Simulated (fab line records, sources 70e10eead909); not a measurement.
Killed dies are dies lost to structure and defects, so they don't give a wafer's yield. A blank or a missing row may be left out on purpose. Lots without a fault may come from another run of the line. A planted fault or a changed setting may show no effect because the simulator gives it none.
fab line records | flow nand_harc
record lots=12 wafers=36 last_day=33
route steps=1302 shown P_ZERO_WELL@42 P_STI@92 P_GATE@131
lots that met no fault: from a run of the same line without faults
start_h: hours from the record's first day to the start of the lot's first wafer shown | wait_h: hours since the lot's step before | " the same as in the row above | L1.1+2: a row that stands for several wafers | - no value, or no start given | * or withheld: withheld | < > ~ a bound
route shown NAME@n: a module of which the file shows steps, and the number in the route of the first | usual: mean/standard deviation of fault-free wafers | same: alike in all rows | chamber/n: place in a boat | sites: the reading at each site | _std_site: their standard deviation | _edge_site: outer sites' mean less inner sites' | radius_mm: how far each site lies from the wafer's centre | mask NAME#n: copy n | behind: the tool/chamber that last shaped the wafer | hold: why the lot was held/for how many hours/how that ended | device: the transistor (n, p or np) that didn't switch | end of line: the same wafers' tests at the end of the route | a step without rows: its recipe alone | killed: dies lost to structure and defects at the first sort, not the wafer's yield | map: a wafer's dies, x killed, . not, _ none there
set.NAME: the setting as run; set.NAME@STEP: as run at that earlier step | model.NAME: the simulator's own value behind a step, which no gauge read
steps of the route over a sample of lots; a table a step, a row a wafer
services: from which hour (start_h, from the record's first day; less than 0 if before it) a tool's chamber was out of use, for how many hours, and why
## steps
# step NHARC_P_ZERO_WELL_PEB_35
# recipe peb_temp_c=118 peb_time_s=85
# usual exhaust_pa=45.0/1 heater_power_total_W=164.00/0.28 plate_temp_C=117.98/0.15 resist_line_temp_C=22.99/0.098
# columns lot.wafer tool chamber start_h wait_h exhaust_pa heater_power_total_W plate_temp_C resist_line_temp_C
L880.1 litho_track-05 0 23.99 0.1 45.6 163.92 117.96 23.03
L880.5 " 0 " " 44.4 164.15 118.23 22.96
L880.6 " 0 " " 45.1 163.64 118.24 23.04
L881.4 litho_track-05 0 33.89 0.0 46.2 164.54 118.13 22.90
L881.5 " 0 " " 45.3 163.62 118.09 23.01
L881.6 " 0 " " 46.5 164.29 118.08 22.90
L883.3 litho_track-03 0 54.03 0.1 44.7 164.34 118.12 22.98
L883.5 " 0 " " 44.6 163.66 117.98 23.12
L883.6 " 0 " " 45.2 164.24 118.04 23.02
L884.1 litho_track-03 0 64.23 0.1 45.1 164.09 117.90 23.00
L884.4 " 0 " " 45.8 163.69 117.89 23.21
L884.5 " 0 " " 45.9 164.27 118.12 22.98
L885.3 litho_track-07 0 74.38 0.1 44.6 164.02 118.05 22.88
L885.4 " 0 " " 45.2 164.02 117.97 23.02
L885.6 " 0 " " 43.6 164.37 118.04 23.07
L886.1 litho_track-03 0 84.16 0.1 44.5 163.63 118.17 23.14
L886.5 " 0 " " 45.3 163.73 118.09 23.01
L886.6 " 0 " " 43.6 163.73 118.11 23.00
L894.2 litho_track-07 0 164.02 0.1 44.7 152.87 111.84 22.83
L894.5 " 0 " " 44.9 152.55 111.95 22.99
L894.6 " 0 " " 44.3 152.74 111.97 22.95
L895.1 litho_track-07 0 174.02 0.1 45.8 153.04 111.87 22.91
L895.2 " 0 " " 47.8 152.93 111.74 22.91
L895.4 " 0 " " 45.7 152.96 111.94 22.80
L897.2 litho_track-05 0 194.02 0.1 46.6 164.19 117.89 23.04
L897.3 " 0 " " 45.2 163.96 117.82 23.01
L897.4 " 0 " " 47.3 164.45 117.72 22.91
L899.4 litho_track-03 0 214.00 0.0 44.3 164.25 117.86 22.85
L899.5 " 0 " " 45.6 163.64 117.92 22.89
L899.6 " 0 " " 44.4 163.83 117.94 22.84
L902.1 litho_track-05 0 244.00 0.1 44.1 163.68 117.75 23.24
L902.3 " 0 " " 45.6 164.22 118.17 23.13
L902.5 " 0 " " 44.2 163.91 118.28 22.99
L903.3 litho_track-05 0 254.01 0.1 44.4 164.40 117.71 22.86
L903.4 " 0 " " 45.4 164.43 117.80 22.91
L903.5 " 0 " " 44.1 163.81 117.56 22.96
# step NHARC_P_ZERO_WELL_CD_MEAS_37
# recipe target_cd_nm=720 landing_energy_ev=500
# usual cd_nm=718.4/1.8
# columns lot.wafer tool chamber start_h wait_h hold cd_nm
L880.1 cd_sem-01 0 24.08 - - 720.2
L880.5 " 0 " " - 716.2
L880.6 " 0 " " - 717.7
L881.4 cd_sem-01 0 33.98 - - 718.6
L881.5 " 0 " " - 716.9
L881.6 " 0 " " - 718.3
L883.3 cd_sem-02 0 54.12 - - 720.2
L883.5 " 0 " " - 717.3
L883.6 " 0 " " - 718.8
L884.1 cd_sem-01 0 64.32 - - 720.7
L884.4 " 0 " " - 720.6
L884.5 " 0 " " - 719.0
L885.3 cd_sem-01 0 74.48 - - 720.2
L885.4 " 0 " " - 721.6
L885.6 " 0 " " - 719.5
L886.1 cd_sem-01 0 84.25 - - 718.1
L886.5 " 0 " " - 718.3
L886.6 " 0 " " - 719.0
L894.2 cd_sem-02 0 164.11 - await_dispo/0.2h/release 709.2
L894.5 " 0 " " await_dispo/0.2h/release 703.8
L894.6 " 0 " " await_dispo/0.2h/release 705.8
L894.2 cd_sem-02 0 - - - 709.1
L894.5 " 0 " " - 703.8
L894.6 " 0 " " - 705.5
L895.1 cd_sem-01 0 174.11 - await_dispo/0.2h/release 703.8
L895.2 " 0 " " await_dispo/0.2h/release 705.8
L895.4 " 0 " " await_dispo/0.2h/release 708.8
L895.1 cd_sem-01 0 - - - 703.7
L895.2 " 0 " " - 705.9
L895.4 " 0 " " - 708.7
L897.2 cd_sem-03 0 194.12 - - 720.6
L897.3 " 0 " " - 719.3
L897.4 " 0 " " - 720.3
L899.4 cd_sem-01 0 214.09 - - 717.3
L899.5 " 0 " " - 717.6
L899.6 " 0 " " - 719.2
L902.1 cd_sem-03 0 244.09 - - 722.7
L902.3 " 0 " " - 718.1
L902.5 " 0 " " - 719.1
L903.3 cd_sem-02 0 254.10 - - 719.4
L903.4 " 0 " " - 717.6
L903.5 " 0 " " - 716.2
# step NHARC_P_STI_OCD_MEAS_17
# usual trench_depth_nm=302/3.6 trench_foot_cd_nm=157.0/2.2
# columns lot.wafer tool chamber start_h wait_h trench_depth_nm trench_foot_cd_nm
L881.4 ocd-01 - 55.39 0.1 304 164.0
L881.5 " - " " 292 159.4
L881.6 " - " " 296 160.8
L880.1 ocd-02 - 55.59 0.1 303 158.1
L880.5 " - " " 301 154.3
L880.6 " - " " 304 158.1
L883.3 ocd-01 - 76.55 0.1 310 155.7
L883.5 " - " " 300 156.9
L883.6 " - " " 309 157.4
L884.1 ocd-01 - 86.57 0.1 301 153.0
L884.4 " - " " 295 157.0
L884.5 " - " " 304 152.9
L885.3 ocd-01 - 95.46 0.1 296 157.7
L885.4 " - " " 300 155.7
L885.6 " - " " 301 158.4
L886.1 ocd-01 - 102.98 0.1 301 157.1
L886.5 " - " " 303 155.0
L886.6 " - " " 302 158.9
L894.2 ocd-02 - 183.49 0.1 304 155.4
L894.5 " - " " 305 156.3
L894.6 " - " " 302 156.8
L895.1 ocd-02 - 192.77 0.1 299 156.8
L895.2 " - " " 300 158.9
L895.4 " - " " 305 157.8
L897.2 ocd-01 - 213.55 0.1 302 158.6
L897.3 " - " " 304 157.4
L897.4 " - " " 302 160.2
L899.4 ocd-01 - 233.77 0.1 301 153.8
L899.5 " - " " 301 158.6
L899.6 " - " " 300 154.8
L902.1 ocd-02 - 266.27 0.1 300 154.8
L902.3 " - " " 304 159.7
L902.5 " - " " 302 158.4
L903.3 ocd-01 - 276.98 0.1 300 154.1
L903.4 " - " " 299 156.6
L903.5 " - " " 300 155.3
# step NHARC_P_STI_OCD_MEAS_43
# usual trench_depth_nm=302/3.5 trench_foot_cd_nm=157.1/2.2
# columns lot.wafer tool chamber start_h wait_h trench_depth_nm trench_foot_cd_nm
L881.4 ocd-01 - 55.90 - 304 163.9
L881.5 " - " " 293 159.1
L881.6 " - " " 296 160.7
L880.1 ocd-02 - 56.09 - 303 157.9
L880.5 " - " " 301 154.4
L880.6 " - " " 304 157.8
L883.3 ocd-02 - 77.06 - 310 155.4
L883.5 " - " " 301 158.0
L883.6 " - " " 309 156.9
L884.1 ocd-02 - 87.08 - 301 153.0
L884.4 " - " " 295 157.8
L884.5 " - " " 303 153.3
L885.3 ocd-02 - 95.97 - 296 157.5
L885.4 " - " " 301 154.8
L885.6 " - " " 300 157.9
L886.1 ocd-01 - 103.50 - 301 157.6
L886.5 " - " " 303 154.8
L886.6 " - " " 302 158.8
L894.2 ocd-01 - 184.00 - 304 154.9
L894.5 " - " " 305 157.0
L894.6 " - " " 302 156.7
L895.1 ocd-01 - 193.27 - 300 157.3
L895.2 " - " " 300 159.3
L895.4 " - " " 305 157.2
L897.2 ocd-02 - 214.06 - 302 158.8
L897.3 " - " " 304 157.8
L897.4 " - " " 301 160.4
L899.4 ocd-02 - 234.28 - 300 153.9
L899.5 " - " " 301 158.5
L899.6 " - " " 300 154.8
L902.1 ocd-01 - 266.78 - 300 154.8
L902.3 " - " " 304 160.0
L902.5 " - " " 303 158.6
L903.3 ocd-02 - 277.49 - 300 154.6
L903.4 " - " " 299 157.2
L903.5 " - " " 300 155.6
# step NHARC_P_GATE_HM_DEP_102
# recipe target_thk_a=1200 temp_c=400 material=aC
# usual throttle_valve_pct=34.999/0.0098
# columns lot.wafer tool chamber start_h wait_h throttle_valve_pct
L880.1 acl_dep-02 0 105.13 1.0 34.997
L880.5 " 0 " " 34.984
L880.6 " 0 " " 35.003
L881.4 acl_dep-03 0 105.31 1.2 34.998
L881.5 " 0 " " 35.004
L881.6 " 0 " " 35.004
L883.3 acl_dep-02 0 126.32 3.8 34.995
L883.5 " 0 " " 35.005
L883.6 " 0 " " 34.994
L884.1 acl_dep-02 0 135.86 1.3 34.988
L884.4 " 0 " " 35.007
L884.5 " 0 " " 34.999
L885.3 acl_dep-03 0 149.79 4.1 35.011
L885.4 " 0 " " 34.989
L885.6 " 0 " " 35.000
L886.1 acl_dep-03 0 150.77 0.4 34.998
L886.5 " 0 " " 34.993
L886.6 " 0 " " 35.007
L894.2 acl_dep-02 0 240.08 2.9 35.013
L894.5 " 0 " " 35.009
L894.6 " 0 " " 34.991
L895.1 acl_dep-03 0 243.44 1.5 35.001
L895.2 " 0 " " 35.005
L895.4 " 0 " " 34.986
L897.2 acl_dep-03 0 265.10 0.6 34.983
L897.3 " 0 " " 34.999
L897.4 " 0 " " 34.993
L899.4 acl_dep-03 0 282.19 0.7 34.986
L899.5 " 0 " " 35.024
L899.6 " 0 " " 34.989
L902.1 acl_dep-03 0 322.32 5.4 35.016
L902.3 " 0 " " 34.992
L902.5 " 0 " " 34.999
L903.3 acl_dep-01 0 330.11 0.6 34.999
L903.4 " 0 " " 34.999
L903.5 " 0 " " 34.989
## services
# columns tool chamber start_h hours kind
acl_dep-01 - 8.42 13.0 pm
acl_dep-02 - 64.77 13.0 pm
litho_track-07 - 76.00 7.0 pm
litho_track-03 - 100.00 7.0 pm
acl_dep-03 - 121.21 13.0 pm
litho_track-05 - 124.00 7.0 pm
acl_dep-01 - 161.05 9.4 repair
litho_track-03 - 170.73 - consumable_replace:filter
acl_dep-01 - 190.78 13.0 pm
acl_dep-02 - 248.74 13.0 pm
litho_track-07 - 251.00 7.0 pm
litho_track-03 - 275.00 7.0 pm
litho_track-05 - 299.00 7.0 pm
acl_dep-03 - 305.52 13.0 pm
## key
first_sign step=NHARC_P_ZERO_WELL_PEB_35 reading=heater_power_total_W direction=down sigmas=40 usual=* struck=*
effect step=NHARC_P_ZERO_WELL_PEB_35 reading=plate_temp_C direction=down sigmas=40 usual=* struck=*
effect step=NHARC_P_ZERO_WELL_CD_MEAS_37 reading=visit direction=added
effect step=NHARC_P_ZERO_WELL_CD_MEAS_37 reading=cd_nm direction=down sigmas=6.6 usual=718.4 struck=706.2
met_at NHARC_P_ZERO_WELL_PEB_35
struck_lots L894,L895
tester_left_out L894,L895
not_acting_at NHARC_P_STI_OCD_MEAS_17,NHARC_P_STI_OCD_MEAS_43,NHARC_P_GATE_HM_DEP_102
onset_between 74.38 164.02
fault kind=process_parameter_drift tool=litho_track-07 chamber=- onset_h=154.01 steps=NHARC_P_ZERO_WELL_PEB_35 channel=peb_temp_c offset=* shape=step end_h=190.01 acts_in=* stated=*
# tester_left_out: of these lots the tester's yield and bins aren't shown, on N5 and GAA mostly nor the transistor test; their killed dies are dies lost to structure and defects alone, not to doping, threshold or leakage, so they don't give the yield
